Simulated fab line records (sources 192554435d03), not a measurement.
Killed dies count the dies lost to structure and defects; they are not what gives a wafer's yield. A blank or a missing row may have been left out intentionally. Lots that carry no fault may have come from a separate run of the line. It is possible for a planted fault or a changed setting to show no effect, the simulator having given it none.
fab line records	flow n5_finfet	part 1 of 2: steps 1 to 5 of 6
record lots=9	wafers=27	last_day=17
route steps=1938 shown BEOL_M0_SAQP@692 BEOL_M4@1111 PASSIVATION@1936
lots that met no fault: taken from a fault-free run of the same line
start_h: start of the lot's first displayed wafer, in hours after the record's first day	wait_h: hours from the lot's prior step to this one	" as in the row above	L1.1+2: a row that stands for several wafers	- no value present, or no start provided	* or withheld: withheld	< > ~ a bound
route shown NAME@n: names a module that has steps shown in the file, with the first one's number in the route	usual: mean/standard deviation of fault-free wafers	same: alike in all rows	chamber/n: place in a boat	sites: per-site readings	_std_site: the standard deviation of these	_edge_site: outer sites' mean less inner sites'	radius_mm: for every site, how far away it sits from the centre of the wafer	mask NAME#n: copy n	behind: tool/chamber where the wafer was last shaped	hold: why the lot was held/for how many hours/how that ended	device: the n, p or np transistor that did not switch	end of line: the tests these same wafers got at the end of their route	a step given without rows: its recipe and nothing more	killed: dies lost to structure and defects at the first sort, not the wafer's yield	map: the dies of a wafer, with x for killed, . for not killed, _ for no die there
set.NAME: the run value of the setting; set.NAME@STEP: its run value at that earlier step	model.NAME: the simulator's own value behind a step, which no gauge read
the route's steps for a sample of lots (tables are steps, rows are wafers)
services: from which hour (start_h, from the record's first day; less than 0 if before it) a tool's chamber was out of use, for how many hours, and why
## steps
# step N5_BEOL_M0_SAQP_DESCUM_45
# recipe chemistry=O2	time_s=7	source_power_w=50	bias_power_w=20	pressure_mtorr=20	rf_frequency_hz=2.712e+07	temp_c=40	resist=CAR-EUV	o2_flow_sccm=225
# usual drypump_motor_current_A=5.8/0.43	oes_product_au=0.77/0.085	rf_vpp_V=243.2/1.5	showerhead_plenum_p_Torr=2.09/0.065	throttle_valve_pct=20.55/0.26
lot.wafer	tool	chamber	start_h	wait_h	drypump_motor_current_A	oes_product_au	rf_hours_counter_h	rf_vpp_V	showerhead_plenum_p_Torr	throttle_valve_pct
L288.2	rie_diel-05	1	114.29	0.0	5.8	0.90	21	243.7	2.03	20.03
L288.3	"	0	"	"	5.0	0.81	106	242.8	2.09	20.69
L288.5	"	3	"	"	5.8	0.76	-	244.4	2.16	20.65
L290.3	rie_diel-02	0	129.71	0.0	6.1	0.69	233	244.8	2.15	20.70
L290.4	"	0	"	"	6.0	0.68	-	244.6	2.15	20.72
L290.6	"	1	"	"	6.4	0.68	-	240.3	1.98	20.76
L297.3	rie_diel-02	0	173.40	0.0	6.1	0.69	249	244.8	2.15	20.75
L297.5	"	0	"	"	6.1	0.69	-	244.6	2.15	20.74
L297.6	"	3	"	"	5.7	0.68	-	242.8	2.07	20.87
L298.3	rie_diel-02	0	176.34	0.0	6.1	0.68	250	245.8	2.15	20.75
L298.4	"	3	"	"	5.7	0.67	-	240.8	2.06	20.88
L298.5	"	1	"	"	6.3	0.67	-	241.6	1.97	20.77
L302.3	rie_diel-02	1	198.33	0.0	6.3	0.67	-	240.6	1.97	20.78
L302.4	"	0	"	"	6.1	0.68	-	244.1	2.14	20.76
L302.6	"	0	"	"	6.1	0.67	-	243.7	2.14	20.75
L303.4	rie_diel-02	1	201.74	0.0	6.3	0.66	-	240.8	1.97	20.81
L303.5	"	1	"	"	6.3	0.67	-	240.4	1.97	20.79
L303.6	"	0	"	"	6.1	0.68	-	242.9	2.14	20.77
L309.1	rie_diel-05	3	235.75	0.0	5.9	0.72	189	243.8	2.15	20.70
L309.2	"	0	"	"	5.0	0.78	145	241.8	2.08	20.76
L309.3	"	1	"	"	5.8	0.85	56	242.8	2.02	20.07
L310.2	rie_diel-04	2	243.30	0.1	5.3	0.91	23	243.9	2.13	19.99
L310.3	"	0	"	"	5.4	0.75	149	242.1	2.02	20.46
L310.4	"	3	"	"	5.4	0.87	50	243.8	2.14	20.38
L311.1	rie_diel-04	1	248.46	0.0	6.5	0.84	64	244.4	2.11	20.49
L311.3	"	3	"	"	5.4	0.87	52	243.7	2.14	20.37
L311.6	"	3	"	"	5.4	0.86	-	243.5	2.14	20.38
# step N5_BEOL_M0_SAQP_ETCH_88
# recipe chemistry=N2/H2	target=underlayer	target_depth_a=65	time_s=5.2	ion_energy_ev=200	mask_material=CAR-EUV	pressure_mtorr=30	source_w=840	bias_w=150	n2_flow_sccm=200	h2_flow_sccm=200	ends=cleared
# usual drypump_motor_current_A=5.8/0.43	etch_rf_on_time_s=5.22/0.15	n2_flow_sccm=200.0/0.65	oes_product_au=0.66/0.074	rf_fwd_power_W=819.6/2.5	rf_vpp_V=523.9/2.6	showerhead_plenum_p_Torr=2.54/0.077	throttle_valve_pct=18.02/0.29
lot.wafer	tool	chamber	start_h	wait_h	drypump_motor_current_A	etch_rf_on_time_s	n2_flow_sccm	oes_product_au	rf_fwd_power_W	rf_hours_counter_h	rf_vpp_V	showerhead_plenum_p_Torr	throttle_valve_pct
L288.2	rie_diel-05	1	114.32	0.0	5.8	5.17	199.9	0.77	814.3	21	523.4	2.48	17.48
L288.3	"	0	"	"	5.0	5.30	199.3	0.70	815.8	106	521.7	2.57	18.26
L288.5	"	3	"	"	5.8	5.34	200.1	0.64	816.6	-	528.4	2.65	18.31
L290.3	rie_diel-02	0	129.75	0.0	6.1	5.27	200.1	0.58	823.2	233	524.6	2.60	18.05
L290.4	"	0	"	"	6.2	5.24	200.3	0.59	819.6	-	524.2	2.60	18.05
L290.6	"	1	"	"	6.3	5.47	199.2	0.58	822.6	-	520.8	2.41	18.20
L297.3	rie_diel-02	0	173.43	0.0	6.1	5.20	199.5	0.58	821.1	249	528.1	2.59	18.07
L297.5	"	0	"	"	6.1	5.19	200.3	0.58	817.0	-	526.0	2.59	18.06
L297.6	"	3	"	"	5.7	5.08	201.0	0.59	815.9	-	522.7	2.52	18.42
L298.3	rie_diel-02	0	176.38	0.0	6.1	5.25	199.6	0.58	815.0	250	527.2	2.59	18.08
L298.4	"	3	"	"	5.7	5.13	200.9	0.58	823.1	-	524.4	2.52	18.42
L298.5	"	1	"	"	6.3	5.47	199.8	0.57	819.2	-	518.5	2.40	18.25
L302.3	rie_diel-02	1	198.38	0.0	6.3	5.49	199.2	0.55	820.8	-	520.3	2.40	18.28
L302.4	"	0	"	"	6.1	5.14	198.5	0.58	820.0	-	526.2	2.59	18.10
L302.6	"	0	"	"	6.1	5.16	198.9	0.58	825.6	-	525.8	2.59	18.07
L303.4	rie_diel-02	1	201.79	0.0	6.3	5.49	199.7	0.55	823.8	-	520.5	2.40	18.26
L303.5	"	1	"	"	6.3	5.51	199.0	0.56	821.8	-	518.7	2.40	18.27
L303.6	"	0	"	"	6.1	5.15	199.4	0.58	821.9	-	525.7	2.59	18.09
L309.1	rie_diel-05	3	235.78	0.0	5.8	5.33	200.3	0.62	817.8	189	524.6	2.64	18.35
L309.2	"	0	"	"	5.0	5.18	200.3	0.67	815.1	145	524.2	2.55	18.32
L309.3	"	1	"	"	5.9	5.12	200.7	0.71	819.5	56	521.2	2.47	17.53
L310.2	rie_diel-04	2	243.34	0.0	5.3	5.14	200.0	0.78	819.0	23	526.8	2.61	17.58
L310.3	"	0	"	"	5.4	5.13	200.6	0.66	815.8	149	520.3	2.45	18.08
L310.4	"	3	"	"	5.4	5.20	200.2	0.73	821.8	50	524.4	2.59	17.66
L311.1	rie_diel-04	1	248.50	0.0	6.5	5.12	199.9	0.73	817.8	64	524.3	2.56	17.81
L311.3	"	3	"	"	5.4	5.13	200.0	0.73	820.1	52	527.2	2.58	17.68
L311.6	"	3	"	"	5.4	5.12	200.1	0.74	819.1	-	525.5	2.59	17.70
# step N5_BEOL_M0_SAQP_CUT_ETCH_46
# recipe chemistry=N2/H2	target=SOC	target_depth_a=1350	overetch_a=270	temp_c=40	time_s=202.5	ion_energy_ev=200	mask_material=SiARC	pressure_mtorr=30	source_w=840	bias_w=150	n2_flow_sccm=200	h2_flow_sccm=200
# usual drypump_motor_current_A=5.8/0.42	n2_flow_sccm=200.1/0.63	rf_fwd_power_W=837.9/2.8	rf_vpp_V=523.8/2.4	showerhead_plenum_p_Torr=2.54/0.077	throttle_valve_pct=17.98/0.29
lot.wafer	tool	chamber	start_h	wait_h	drypump_motor_current_A	n2_flow_sccm	rf_fwd_power_W	rf_hours_counter_h	rf_vpp_V	showerhead_plenum_p_Torr	throttle_valve_pct
L288.2	rie_diel-05	1	114.37	0.0	5.8	200.4	837.8	21	521.9	2.48	17.43
L288.3	"	0	"	"	5.0	200.8	831.5	106	525.4	2.57	18.20
L288.5	"	3	"	"	5.8	199.8	838.3	-	527.0	2.65	18.24
L290.3	rie_diel-02	0	129.79	0.0	6.1	200.5	840.9	233	525.7	2.60	18.01
L290.4	"	0	"	"	6.1	201.3	838.9	-	526.0	2.60	17.98
L290.6	"	1	"	"	6.3	199.3	844.5	-	519.8	2.41	18.20
L297.3	rie_diel-02	0	173.48	0.0	6.1	200.0	838.3	249	525.6	2.59	18.02
L297.5	"	0	"	"	6.1	200.7	839.4	-	523.5	2.59	18.03
L297.6	"	3	"	"	5.7	200.1	839.7	-	524.5	2.52	18.36
L298.3	rie_diel-02	0	176.43	0.0	6.1	199.8	841.3	250	525.9	2.59	18.01
L298.4	"	3	"	"	5.7	199.9	834.8	-	522.0	2.52	18.35
L298.5	"	1	"	"	6.3	199.0	838.2	-	519.9	2.40	18.22
L302.3	rie_diel-02	1	198.52	0.1	6.3	200.6	833.7	-	519.5	2.40	18.23
L302.4	"	0	"	"	6.1	200.0	634.0	-	575.1	2.59	18.04
L302.6	"	0	"	"	6.1	200.4	637.0	-	574.7	2.59	18.04
L303.4	rie_diel-02	1	201.93	0.1	6.3	198.2	837.0	-	519.3	2.40	18.23
L303.5	"	1	"	"	6.4	198.9	834.0	-	518.7	2.40	18.23
L303.6	"	0	"	"	6.1	200.2	628.3	-	575.0	2.59	18.04
L309.1	rie_diel-05	3	235.83	0.0	5.8	201.3	840.9	189	526.6	2.64	18.33
L309.2	"	0	"	"	5.0	201.0	839.7	145	524.4	2.55	18.27
L309.3	"	1	"	"	5.9	199.3	840.0	56	521.6	2.47	17.49
L310.2	rie_diel-04	2	243.39	0.0	5.3	200.6	833.9	23	526.0	2.61	17.55
L310.3	"	0	"	"	5.4	200.4	835.5	149	521.4	2.45	18.01
L310.4	"	3	"	"	5.4	198.9	840.8	50	524.9	2.59	17.62
L311.1	rie_diel-04	1	248.55	0.0	6.5	200.6	840.0	64	525.7	2.56	17.77
L311.3	"	3	"	"	5.4	200.4	838.7	52	527.0	2.58	17.64
L311.6	"	3	"	"	5.4	200.6	840.2	-	525.5	2.58	17.64
# step N5_BEOL_M0_SAQP_STRIP_75
# recipe chemistry=CF4	resist=SiARC	power_w=300	bias_power_w=75	pressure_mtorr=50	cf4_flow_sccm=150	rf_frequency_hz=6e+07
# usual drypump_motor_current_A=5.7/0.43	oes_product_au=0.184/0.019	rf_vpp_V=271.3/1.3	showerhead_plenum_p_Torr=1.80/0.049	throttle_valve_pct=13.62/0.27
lot.wafer	tool	chamber	start_h	wait_h	drypump_motor_current_A	oes_product_au	rf_hours_counter_h	rf_vpp_V	showerhead_plenum_p_Torr	throttle_valve_pct
L288.2	rie_diel-05	3	115.20	0.1	5.8	0.183	150	272.7	1.86	13.88
L288.3	"	0	"	"	5.0	0.182	106	271.0	1.79	13.79
L288.5	"	1	"	"	5.8	0.205	-	270.6	1.77	13.32
L290.3	rie_diel-04	2	130.62	0.1	5.2	0.163	241	272.9	1.84	13.73
L290.4	"	3	"	"	5.4	0.221	13	274.2	1.83	13.22
L290.6	"	2	"	"	5.3	0.159	-	272.8	1.84	13.74
L297.3	rie_diel-04	0	174.31	0.1	5.4	0.178	127	270.1	1.73	13.48
L297.5	"	1	"	"	6.4	0.201	-	271.8	1.82	13.58
L297.6	"	0	"	"	5.4	0.176	-	269.5	1.73	13.49
L298.3	rie_diel-05	2	177.28	0.1	5.9	0.178	99	271.4	1.81	13.58
L298.4	"	0	"	"	5.0	0.181	124	271.8	1.79	13.84
L298.5	"	2	"	"	5.9	0.189	-	272.2	1.81	13.58
L302.3	rie_diel-04	1	199.45	0.1	6.4	0.196	50	271.6	1.82	13.60
L302.4	"	0	"	"	5.4	0.177	135	270.4	1.72	13.53
L302.6	"	0	"	"	5.4	0.177	-	269.2	1.72	13.51
L303.4	rie_diel-05	2	202.77	0.1	5.9	0.184	108	271.4	1.80	13.59
L303.5	"	3	"	"	5.8	0.170	-	272.7	1.85	13.95
L303.6	"	2	"	"	5.9	0.185	-	272.5	1.80	13.60
L309.1	rie_diel-04	2	236.66	0.1	5.3	0.206	21	272.0	1.84	13.25
L309.2	"	3	"	"	5.4	0.200	48	272.6	1.82	13.31
L309.3	"	1	"	"	6.5	0.197	61	271.2	1.82	13.61
L310.2	rie_diel-02	2	244.21	0.1	6.0	0.174	163	271.0	1.81	14.00
L310.3	"	0	"	"	6.1	0.153	277	271.4	1.83	14.05
L310.4	"	3	"	"	5.7	0.159	-	269.5	1.76	14.05
L311.1	rie_diel-04	1	249.37	0.1	6.4	0.200	64	272.4	1.82	13.63
L311.3	"	2	"	"	5.2	0.199	25	273.5	1.83	13.23
L311.6	"	0	"	"	5.4	0.180	-	270.2	1.72	13.55
# step N5_BEOL_M4_RC_MEAS_101
# usual DIBL_N=37.2/1.8	DIBL_P=37.5/2.5	IOFF_N=0.17/0.038	IOFF_P=0.24/0.046	ION_N=681/13	ION_P=469/8.5	SS_N=71.7/0.6	SS_P=73.6/0.69	VT_N=249/3.4	VT_P=-248/3.6
lot.wafer	tool	chamber	start_h	wait_h	DIBL_N[mV/V]	DIBL_P[mV/V]	IOFF_N[nA/um]	IOFF_P[nA/um]	ION_N[uA/um]	ION_P[uA/um]	SS_N[mV/dec]	SS_P[mV/dec]	VT_N[mV]	VT_P[mV]
L288.2	prober-01	0	163.31	0.2	37.7	36.6	0.20	0.28	690	478	72.4	73.8	248	-245
L288.3	"	0	"	"	37.1	35.3	0.16	0.25	673	466	71.7	73.3	251	-246
L288.5	"	0	"	"	34.6	33.2	0.14	0.22	667	463	70.9	72.3	252	-245
L290.3	prober-01	0	187.03	0.3	36.3	38.2	0.15	0.24	671	469	72.0	74.3	252	-246
L290.4	"	0	"	"	38.8	41.6	0.20	0.31	689	476	72.7	73.8	247	-241
L290.6	"	0	"	"	39.1	42.1	0.21	0.31	699	483	73.4	75.4	247	-244
L297.3	prober-01	0	231.78	0.3	36.1	39.2	0.18	0.24	684	465	72.3	74.3	249	-248
L297.5	"	0	"	"	38.9	41.4	0.24	0.29	694	478	72.1	75.1	244	-245
L297.6	"	0	"	"	36.3	38.1	0.17	0.22	670	459	72.2	73.6	253	-251
L298.3	prober-02	0	234.94	0.3	38.3	38.1	0.19	0.25	679	466	72.0	74.4	249	-248
L298.4	"	0	"	"	38.7	39.1	0.21	0.25	701	474	71.2	74.9	244	-248
L298.5	"	0	"	"	36.6	35.9	0.15	0.21	673	462	71.4	73.6	250	-250
L302.3	prober-01	0	254.62	0.3	37.1	37.0	0.17	0.25	683	470	72.0	74.0	250	-248
L302.4	"	0	"	"	37.5	36.9	0.17	0.23	666	462	72.2	73.9	249	-252
L302.6	"	0	"	"	36.6	36.5	0.15	0.23	664	459	72.2	74.0	253	-248
L303.4	prober-02	0	262.43	0.5	37.3	37.5	0.16	0.25	684	475	71.5	72.4	250	-246
L303.5	"	0	"	"	37.1	37.0	0.16	0.24	678	473	71.6	73.1	251	-248
L303.6	"	0	"	"	37.8	38.7	0.17	0.27	687	477	72.3	73.7	249	-244
L309.1	prober-02	0	291.49	0.0	35.3	35.2	0.15	0.19	680	467	71.8	73.1	246	-249
L309.2	"	0	"	"	37.5	38.9	0.19	0.25	699	480	72.2	73.8	246	-248
L309.3	"	0	"	"	37.3	38.8	0.19	0.25	686	471	71.8	73.8	246	-247
L310.2	prober-01	0	295.41	0.2	36.3	36.7	0.16	0.23	683	468	71.2	73.2	248	-248
L310.3	"	0	"	"	38.2	38.6	0.20	0.26	699	476	72.2	73.8	248	-248
L310.4	"	0	"	"	33.9	33.7	0.13	0.19	671	461	71.0	73.2	252	-251
L311.1	prober-02	0	298.39	0.0	36.8	36.5	0.16	0.23	674	467	72.0	72.8	250	-247
L311.3	"	0	"	"	37.9	38.9	0.18	0.25	683	465	71.8	73.7	247	-248
L311.6	"	0	"	"	37.2	37.1	0.15	0.23	671	462	72.8	73.4	253	-248
## key
first_sign step=N5_BEOL_M0_SAQP_CUT_ETCH_46	reading=rf_fwd_power_W	direction=down	sigmas=74	usual=*	struck=*
effect step=N5_BEOL_M0_SAQP_CUT_ETCH_46	reading=rf_vpp_V	direction=up	sigmas=22	usual=523.8	struck=574.9
met_at N5_BEOL_M0_SAQP_CUT_ETCH_46
struck_lots L302,L303
struck_wafers L302.4,L302.6,L303.6
not_acting_at N5_BEOL_M0_SAQP_DESCUM_45,N5_BEOL_M0_SAQP_ETCH_88,N5_BEOL_M0_SAQP_STRIP_75
onset_between 176.43 198.52
fault kind=process_parameter_drift	tool=rie_diel-02	chamber=0	onset_h=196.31	steps=N5_BEOL_M0_SAQP_CUT_ETCH_46	channel=source_w	offset=-201.6	shape=step	end_h=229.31	acts_in=these_recipes_only	stated=840
